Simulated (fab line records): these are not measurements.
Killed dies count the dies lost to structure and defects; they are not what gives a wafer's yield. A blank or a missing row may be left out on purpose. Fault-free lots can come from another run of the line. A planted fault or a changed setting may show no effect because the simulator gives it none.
Split-lot experiment -- flow n5-finfet -- 39 wafers read from 7 lots, route of 1938 steps

== ABOUT THE SPLIT ==
At N5_MOL_CONTACT_COAG_ETCH_124 (etches SiNx in CH3F/O2, stops on SiOC, target depth 6.5 nm), the setting source-w was moved away from the recipe's 395 W on 9 of the 39 wafers read, by -18.0% to +13.9%. This setting was run at the recipe's value on the other wafers.

Reading taken at the split's own step.

== THE READING ==
rf-vpp-V, in V, at N5_MOL_CONTACT_COAG_ETCH_124 (etches SiNx in CH3F/O2, stops on SiOC, target depth 6.5 nm). Typical for fault-free wafers on this fab line: 297.2 V, with standard deviation 2.8 V.

wafer,"tool, chamber at the split","source-w as run, W",against the recipe,"rf-vpp-V, V",against lot-mates on the recipe
L075.1,"rie-diel-06, 1",395,recipe,295.3,-
L075.2,"rie-diel-06, 3",323.9,-18.0%,325.0,+27.2
L075.3,"rie-diel-06, 0",395,recipe,303.6,-
L075.4,"rie-diel-06, 2",323.9,-18.0%,323.6,+25.8
L075.5,"rie-diel-06, 0",323.9,-18.0%,329.9,+32.1
L075.6,"rie-diel-06, 3",395,recipe,294.4,-
L080.1,"rie-diel-06, 1",395,recipe,296.3,-
L080.2,"rie-diel-06, 0",395,recipe,301.0,-
L080.6,"rie-diel-06, 3",395,recipe,294.5,-
L084.1,"rie-diel-06, 2",395,recipe,295.1,-
L084.2,"rie-diel-06, 3",395,recipe,295.1,-
L084.3,"rie-diel-06, 0",395,recipe,302.8,-
L084.4,"rie-diel-06, 1",395,recipe,295.2,-
L084.5,"rie-diel-06, 2",395,recipe,294.1,-
L084.6,"rie-diel-06, 3",395,recipe,295.6,-
L086.1,"rie-diel-06, 1",395,recipe,296.0,-
L086.2,"rie-diel-06, 0",395,recipe,301.0,-
L086.3,"rie-diel-06, 3",449.9,+13.9%,276.3,-21.0
L086.4,"rie-diel-06, 1",449.9,+13.9%,278.1,-19.2
L086.5,"rie-diel-06, 0",449.9,+13.9%,284.0,-13.3
L086.6,"rie-diel-06, 3",395,recipe,295.0,-
L092.1,"rie-diel-05, 1",395,recipe,296.8,-
L092.2,"rie-diel-05, 3",395,recipe,298.6,-
L092.3,"rie-diel-05, 2",395,recipe,298.9,-
L092.4,"rie-diel-05, 0",395,recipe,290.9,-
L092.5,"rie-diel-05, 2",395,recipe,300.1,-
L092.6,"rie-diel-05, 3",395,recipe,297.2,-
L093.1,"rie-diel-05, 1",395,recipe,296.5,-
L093.2,"rie-diel-05, 3",395,recipe,300.0,-
L093.3,"rie-diel-05, 0",395,recipe,293.0,-
L093.4,"rie-diel-05, 2",395,recipe,297.9,-
L093.5,"rie-diel-05, 2",395,recipe,299.1,-
L093.6,"rie-diel-05, 1",395,recipe,296.4,-
L094.1,"rie-diel-05, 0",346.7,-12.2%,309.9,+11.3
L094.2,"rie-diel-05, 3",346.7,-12.2%,316.7,+18.1
L094.3,"rie-diel-05, 2",395,recipe,300.7,-
L094.4,"rie-diel-05, 1",346.7,-12.2%,315.2,+16.6
L094.5,"rie-diel-05, 1",395,recipe,296.3,-
L094.6,"rie-diel-05, 2",395,recipe,298.8,-

FIT RESULTS
A straight line over all 39 wafers: rf-vpp-V changes by -1.45 V for each +1% of source-w; r = -0.96; the points scatter about the line by 3.2 V.
The same after taking each lot's own level away (the mean of its wafers on the recipe; 39 wafers): -1.42 V for each +1%; r = -0.96; scatter 3.1 V.
According to that fit, moving source-w by its largest amount changes the reading by 25 V.
The span of the lots' own levels, 296.32 to 298.60 V, comes to 0.8 times the standard deviation stated above.
Hence the lot-to-lot level has little effect on the slope; both slopes agree.
Check: for one of the wafers moved furthest among these (-18.0%), held out of the fit, the line's prediction against its lot-mates is +25.4 V. Against them it came out at +27.2 V.
Tool readings at the split's step, against how far the setting was moved: rf-vpp-V r = -0.96.

== THE FILE'S OWN FIT ==
rf-vpp-V changes by -1.42 V for each +1% of source-w, r = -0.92.
